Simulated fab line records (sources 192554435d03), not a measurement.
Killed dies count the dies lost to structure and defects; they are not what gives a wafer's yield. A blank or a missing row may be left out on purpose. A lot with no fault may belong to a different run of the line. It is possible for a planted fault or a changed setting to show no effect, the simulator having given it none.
fab line records	flow n5-finfet
record: lots: 9	wafers: 26	last-day: 17
route steps=1938 shown SDB@347 DUMMY_REMOVAL@377 BEOL_M4@1111
lots untouched by any fault: they come from a run of this same line in which no faults occurred
start-h: hours from the record's first day to the start of the lot's first wafer shown	wait-h: time in hours since the lot's previous step	" as in the row above	L1.1+2: several wafers, shown together as one row	- value missing, or start not given	* or withheld: withheld	< > ~ a bound
route shown NAME@n: names a module that has steps shown in the file, with the first one's number in the route	usual: the fault-free wafers' mean and standard deviation	same: alike in all rows	chamber/n: place in a boat	sites: readings site by site	_std_site: standard deviation of those values	_edge_site: inner sites' mean taken away from outer sites' mean	radius-mm: how far each site lies from the wafer's centre	mask NAME#n: copy n	behind: the last tool/chamber to shape the wafer	hold: reason for holding the lot/hours on hold/outcome of the hold	device: the n, p or np transistor that did not switch	end of line: tests of these same wafers at the route's end	a step with no rows: only its recipe	killed: dies lost to structure and defects at the first sort, not the wafer's yield	map: a wafer's dies, x killed, . not, _ none there
set.NAME: setting as actually run; set.NAME@STEP: the setting as run at that earlier step	model.NAME: the simulator's own value behind a step, which no gauge read
a sample of lots followed through the steps of the route, with each step as a table and each wafer as a row
services: a tool's chamber out of use, with start hour (start-h, from the record's first day; less than 0 if before it), hours out, and reason
== steps ==
step: N5_SDB_HM_DEP_00
recipe: material: SiNx	target-thk-a: 400	temp-c: 400	precursor: SiH4/NH3/N2	pressure-torr: 1.5	rf-w: 300	time-s: 35.3
usual: heater-power-w: 728/84	showerhead-plenum-p-Torr: 5.14/0.088	throttle-valve-pct: 39.4/2.2
lot.wafer	tool	chamber	start-h	wait-h	heater-power-w	showerhead-plenum-p-Torr	throttle-valve-pct
L905.1	pecvd-01	1	91.29	0.0	769	5.03	40.5
L905.2	"	0	"	"	712	5.11	38.4
L905.3	"	2	"	"	923	5.08	40.9
L907.2	pecvd-04	2	101.63	0.0	677	5.05	38.4
L907.4	"	1	"	"	848	5.28	39.4
L907.5	"	0	"	"	738	5.07	43.8
L909.1	pecvd-03	2	113.65	0.0	689	5.15	37.5
L909.4	"	1	"	"	589	5.16	36.3
L909.5	"	2	"	"	673	5.16	37.7
L910.1	pecvd-03	0	120.34	0.0	778	5.24	39.0
L910.5	"	0	"	"	791	5.24	39.0
L914.1	pecvd-04	2	144.37	0.0	703	5.05	38.4
L914.4	"	1	"	"	842	5.28	39.4
L914.6	"	0	"	"	618	5.05	44.3
L918.1	pecvd-04	1	168.82	0.0	768	5.29	39.4
L918.3	"	0	"	"	686	5.05	44.3
L918.6	"	1	"	"	756	5.30	39.6
L919.2	pecvd-01	2	171.43	0.0	984	5.08	41.1
L919.4	"	1	"	"	684	5.04	40.5
L919.5	"	2	"	"	938	5.08	41.0
L923.2	pecvd-04	2	198.53	0.0	713	5.07	38.4
L923.3	"	0	"	"	643	5.06	44.5
L923.5	"	0	"	"	639	5.06	44.7
L924.1	pecvd-04	2	203.25	0.0	592	5.05	38.8
L924.2	"	1	"	"	795	5.29	39.5
L924.3	"	0	"	"	704	5.05	44.6
step: N5_SDB_ETCH_17
recipe: chemistry: CF4	target: SiARC	target-depth-a: 234	mask-material: CAR-ArF	time-s: 39	ion-energy-ev: 80	pressure-mtorr: 40	source-w: 545	bias-w: 36	Ar_flow_sccm: 100	cf4-flow-sccm: 100	ends: cleared
usual: drypump-motor-current-A: 5.6/0.39	etch-rf-on-time-s: 38.5/0.97	mfc-ar-sccm: 100.01/0.28	oes-product-au: 0.68/0.08	rf-vpp-V: 183.9/1	showerhead-plenum-p-Torr: 2.12/0.053	throttle-valve-pct: 15.54/0.28
lot.wafer	tool	chamber	start-h	wait-h	drypump-motor-current-A	etch-rf-on-time-s	mfc-ar-sccm	oes-product-au	rf-hours-counter-h	rf-vpp-V	showerhead-plenum-p-Torr	throttle-valve-pct
L905.1	rie-diel-01	2	91.97	0.0	5.9	38.3	100.04	0.58	236	183.5	2.13	15.79
L905.2	"	0	"	"	5.7	37.6	100.08	0.65	182	181.8	2.05	15.66
L905.3	"	1	"	"	5.7	38.5	99.97	0.77	26	184.4	2.19	15.05
L907.2	rie-diel-03	2	102.08	0.0	5.6	38.0	100.17	0.85	2	183.8	2.18	15.00
L907.4	"	1	"	"	5.1	37.2	100.03	0.60	246	184.1	2.18	15.80
L907.5	"	3	"	"	5.4	39.0	100.04	0.61	-	184.1	2.10	15.94
L909.1	rie-diel-04	0	114.22	0.0	6.1	38.3	99.60	0.63	209	184.1	2.11	15.67
L909.4	"	3	"	"	4.9	40.4	99.76	0.66	143	183.0	2.06	15.60
L909.5	"	3	"	"	4.9	40.7	100.14	0.66	-	182.7	2.06	15.62
L910.1	rie-diel-04	3	121.40	0.0	4.9	40.7	99.85	0.65	146	182.2	2.06	15.63
L910.5	"	3	"	"	4.9	40.6	99.86	0.65	-	183.3	2.06	15.62
L914.1	rie-diel-03	2	145.17	0.0	5.6	38.0	99.89	0.80	18	183.8	2.17	15.06
L914.4	"	1	"	"	5.1	36.7	100.00	0.84	2	184.6	2.18	15.32
L914.6	"	1	"	"	5.1	37.0	99.91	0.83	-	184.3	2.18	15.33
L918.1	rie-diel-03	3	169.39	0.0	5.4	38.7	99.70	0.59	228	183.6	2.10	15.98
L918.3	"	0	"	"	6.4	39.3	100.16	0.62	182	183.5	2.14	15.81
L918.6	"	2	"	"	5.7	38.6	99.55	0.78	-	182.9	2.17	15.06
L919.2	rie-diel-03	2	172.01	0.0	5.6	38.5	99.93	0.77	27	184.6	2.17	15.03
L919.4	"	0	"	"	6.4	39.0	99.99	0.62	183	186.0	2.14	15.82
L919.5	"	3	"	"	5.4	38.0	100.20	0.60	-	183.1	2.10	15.98
L923.2	rie-diel-04	3	199.16	0.0	4.9	40.7	100.31	0.64	172	182.5	2.05	15.66
L923.3	"	0	"	"	6.1	38.8	99.77	0.61	238	184.3	2.10	15.73
L923.5	"	2	"	"	5.5	38.5	100.87	0.71	-	183.0	2.08	15.28
L924.1	rie-diel-01	3	203.82	0.0	5.3	39.3	99.60	0.59	195	184.8	2.21	15.67
L924.2	"	2	"	"	5.9	39.1	100.20	0.78	17	185.1	2.12	15.37
L924.3	"	0	"	"	5.8	37.2	99.66	0.63	221	182.6	2.04	15.72
step: N5_SDB_ALD_29
recipe: material: SiNx	target-thk-a: 300	temp-c: 400	ald-precursor-family: SiH2I2	ald-co-reactant: N2/H2-plasma	pulse-time-s: 1	ald-cycles: 600	purge-time-s: 2	co-reactant-purge-time-s: 2	pressure-torr: 2
usual: ald-cycles: 600/0	heater-power-w: 823/69	precursor-pulse-height-rel: 1.000/0.021
lot.wafer	tool	chamber	start-h	wait-h	ald-cycles	heater-power-w	precursor-pulse-height-rel
L905.1	ald-sin-04	0	92.80	0.0	600	797	0.952
L905.2	"	3	"	"	600	943	0.977
L905.3	"	1	"	"	600	806	0.983
L907.2	ald-sin-04	0	102.92	0.1	600	802	0.986
L907.4	"	1	"	"	600	797	0.993
L907.5	"	2	104.27	1.5	600	874	1.010
L909.1	ald-sin-04	1	114.98	0.0	600	809	1.007
L909.4	"	3	"	"	184	925	0.993
L909.5	"	3	116.33	1.4	600	954	1.020
L910.1	ald-sin-01	3	122.75	0.0	600	688	0.943
L910.5	"	2	124.10	1.4	600	863	0.992
L914.1	ald-sin-01	0	146.25	0.0	600	834	0.977
L914.4	"	3	"	"	600	706	0.982
L914.6	"	0	147.60	1.4	600	838	1.003
L918.1	ald-sin-03	1	170.18	0.1	600	836	1.012
L918.3	"	2	"	"	600	833	0.976
L918.6	"	2	171.54	1.4	600	833	1.018
L919.2	ald-sin-01	2	173.22	0.1	600	891	1.013
L919.4	"	1	"	"	600	728	1.017
L919.5	"	3	174.57	1.4	600	708	0.991
L923.2	ald-sin-04	1	199.95	0.0	600	829	0.986
L923.3	"	2	"	"	600	901	0.998
L923.5	"	0	201.30	1.4	600	806	0.996
L924.1	ald-sin-04	0	204.58	0.0	600	809	1.004
L924.2	"	3	"	"	600	977	0.980
L924.3	"	2	"	"	600	906	0.973
step: N5_DUMMY_REMOVAL_HM_STRIP_01
recipe: chemistry: CH3F/O2	material: SiNx	target-depth-a: 40	stop-on: poly-Si	time-s: 6.8	over-etch-frac: 0.3	ion-energy-ev: 60	power-w: 410	bias-w: 29	Ar_flow_sccm: 150	CH3F_flow_sccm: 30	O2_flow_sccm: 20
usual: drypump-motor-current-A: 5.8/0.35	mfc-ar-sccm: 150.0/0.42	oes-product-au: 0.65/0.062	rf-vpp-V: 127.3/0.99	showerhead-plenum-p-Torr: 1.98/0.086	throttle-valve-pct: 16.26/0.26
lot.wafer	tool	chamber	start-h	wait-h	drypump-motor-current-A	mfc-ar-sccm	oes-product-au	rf-hours-counter-h	rf-vpp-V	showerhead-plenum-p-Torr	throttle-valve-pct
L905.1	rie-diel-02	0	96.00	0.1	5.2	150.1	0.62	128	126.8	1.99	16.20
L905.2	"	2	"	"	5.7	149.7	0.71	39	128.5	2.12	16.29
L905.3	"	1	"	"	6.0	149.9	0.58	173	128.2	1.89	16.24
L907.2	rie-diel-02	2	106.01	0.0	5.7	150.5	0.71	42	128.7	2.12	16.29
L907.4	"	1	"	"	6.0	150.0	0.59	176	125.9	1.89	16.24
L907.5	"	1	"	"	6.0	150.0	0.58	-	127.0	1.89	16.24
L909.1	rie-diel-05	2	118.07	0.0	6.0	149.9	0.63	117	126.4	1.85	16.03
L909.4	"	0	"	"	5.5	149.6	0.73	40	127.8	1.96	15.91
L909.5	"	1	"	"	5.5	150.3	0.57	-	127.3	1.91	16.81
L910.1	rie-diel-06	2	125.84	0.0	5.6	149.9	0.62	134	128.2	2.10	16.14
L910.5	"	0	"	"	6.3	150.2	0.75	-	127.0	2.02	16.18
L914.1	rie-diel-05	0	149.34	0.0	5.5	150.0	0.72	49	127.5	1.96	15.92
L914.4	"	1	"	"	5.5	149.5	0.58	196	126.5	1.91	16.81
L914.6	"	2	"	"	6.0	150.0	0.62	-	125.2	1.85	16.04
L918.1	rie-diel-06	2	173.27	0.0	5.6	150.1	0.62	148	127.9	2.10	16.16
L918.3	"	1	"	"	5.8	150.5	0.58	213	126.5	1.90	16.63
L918.6	"	3	"	"	6.4	149.5	0.77	-	126.3	1.96	15.73
L919.2	rie-diel-05	2	176.31	0.0	6.0	150.7	0.62	135	126.7	1.84	16.04
L919.4	"	0	"	"	5.5	149.6	0.72	57	127.8	1.96	15.93
L919.5	"	3	"	"	5.9	150.3	0.63	-	126.7	2.10	16.69
L923.2	rie-diel-06	3	203.04	0.0	6.5	149.8	0.75	17	127.2	1.96	15.75
L923.3	"	1	"	"	5.8	149.9	0.58	222	125.8	1.90	16.64
L923.5	"	1	"	"	5.8	149.5	0.58	-	127.4	1.90	16.67
L924.1	rie-diel-06	1	207.67	0.0	5.7	150.3	0.58	223	126.4	1.90	16.66
L924.2	"	3	"	"	6.5	150.2	0.75	18	128.0	1.96	15.75
L924.3	"	2	"	"	5.6	150.1	0.61	158	128.3	2.09	16.20
step: N5_BEOL_M4_RC_MEAS_101
usual: DIBL_N: 36.2/2	DIBL_P: 36.1/2.4	IOFF_N: 0.16/0.035	IOFF_P: 0.22/0.041	ION_N: 675/14	ION_P: 465/8.6	SS_N: 71.5/0.64	SS_P: 73.2/0.76	VT_N: 250/3.9	VT_P: -249/3.4
lot.wafer	tool	chamber	start-h	wait-h	DIBL_N[mV/V]	DIBL_P[mV/V]	IOFF_N[nA/um]	IOFF_P[nA/um]	ION_N[uA/um]	ION_P[uA/um]	SS_N[mV/dec]	SS_P[mV/dec]	VT_N[mV]	VT_P[mV]
L905.1	prober-02	0	199.14	0.0	32.9	33.1	0.10	0.15	650	449	71.1	71.9	256	-252
L905.2	"	0	"	"	34.0	35.1	0.12	0.18	658	463	71.1	72.5	254	-250
L905.3	"	0	"	"	33.6	35.0	0.10	0.17	643	454	70.4	73.3	257	-252
L907.2	prober-01	0	206.14	0.2	34.8	34.5	0.13	0.20	665	456	71.7	72.6	248	-251
L907.4	"	0	"	"	35.7	36.2	0.16	0.22	680	470	71.5	73.6	248	-246
L907.5	"	0	"	"	35.7	36.0	0.16	0.23	675	476	71.6	72.8	249	-249
L909.1	prober-01	0	213.22	0.0	35.8	36.1	0.17	0.22	674	459	72.0	72.8	245	-247
L909.4	"	0	"	"	39.0	40.3	0.22	0.29	679	463	72.3	73.5	248	-244
L909.5	"	0	"	"	36.4	37.6	0.18	0.25	686	467	70.7	74.2	248	-245
L910.1	prober-02	0	225.18	0.0	38.0	38.3	0.20	0.25	684	474	70.9	73.9	243	-247
L910.5	"	0	"	"	37.2	37.9	0.18	0.25	673	469	71.1	73.4	245	-247
L914.1	prober-01	0	255.86	0.0	37.1	38.2	0.16	0.24	678	467	71.9	73.2	249	-248
L914.4	"	0	"	"	35.0	35.3	0.13	0.19	661	461	71.2	72.9	254	-249
L914.6	"	0	"	"	36.6	38.1	0.16	0.23	679	472	71.1	73.7	251	-248
L919.2	prober-01	0	272.26	0.2	37.2	38.9	0.16	0.20	670	458	71.8	73.8	249	-255
L919.4	"	0	"	"	36.1	38.3	0.16	0.20	680	470	71.5	73.7	249	-251
L919.5	"	0	"	"	37.1	38.6	0.17	0.21	685	465	72.0	73.9	251	-250
L918.1	prober-02	0	272.29	0.0	34.9	33.2	0.13	0.18	677	466	70.9	72.7	251	-251
L918.3	"	0	"	"	38.7	37.5	0.19	0.24	674	463	72.2	74.4	248	-247
L918.6	"	0	"	"	40.8	40.7	0.24	0.28	703	472	72.0	74.0	243	-247
L923.2	prober-01	0	298.72	0.2	36.4	34.9	0.14	0.19	669	456	71.8	72.9	253	-251
L923.3	"	0	"	"	37.7	37.5	0.19	0.22	682	464	71.5	74.7	247	-251
L923.5	"	0	"	"	38.0	37.4	0.18	0.24	678	461	72.2	74.3	250	-246
L924.1	prober-01	0	314.81	0.0	36.4	36.3	0.15	0.18	654	446	71.6	73.3	257	-255
L924.2	"	0	"	"	36.0	36.5	0.14	0.18	671	454	71.5	73.3	254	-254
L924.3	"	0	"	"	33.9	33.8	0.12	0.16	669	458	70.8	71.7	254	-256
== services ==
tool	chamber	start-h	hours	kind
rie-diel-04	2	76.84	9.3	repair
rie-diel-06	2	78.18	2.0	repair
rie-diel-03	2	79.37	-	clean
rie-diel-03	2	79.37	-	consumable-replace:focus-ring
rie-diel-03	2	79.37	18.4	scheduled-down
rie-diel-03	2	79.37	18.4	vent-cycle
ald-sin-03	-	86.24	14.0	pm
rie-diel-01	3	88.38	7.8	repair
rie-diel-04	3	90.75	21.3	repair
rie-diel-02	3	92.77	4.0	repair
rie-diel-06	3	114.49	7.7	repair
rie-diel-03	1	119.26	-	clean
rie-diel-03	1	119.26	-	consumable-replace:focus-ring
pecvd-01	0	122.45	6.0	repair
rie-diel-05	1	130.42	3.7	repair
rie-diel-01	0	134.94	7.9	repair
pecvd-01	-	148.31	1.8	repair
pecvd-03	-	168.28	1.8	repair
ald-sin-01	3	182.61	7.9	repair
rie-diel-03	1	188.21	2.4	repair
rie-diel-02	3	192.97	4.2	repair
ald-sin-01	-	200.48	2.8	pm
rie-diel-01	1	202.82	3.8	repair
pecvd-04	-	205.06	9.1	repair
== key ==
first-sign: step: N5_SDB_ALD_29	reading: ald-cycles	direction: down	sigmas: 99+	usual: *	struck: *
effect none on later readings
met-at N5_SDB_ALD_29
struck-lots L909
struck-wafers L909.4
not-acting-at N5_SDB_HM_DEP_00,N5_SDB_ETCH_17,N5_DUMMY_REMOVAL_HM_STRIP_01
onset-between 102.92 114.98
fault: kind: process-parameter-drift	tool: ald-sin-04	chamber: -	onset-h: 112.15	steps: N5_SDB_ALD_29	channel: ald-cycles	offset: *	shape: step	end-h: 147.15	scope: struck-wafers-only	acts-in: *	stated: *
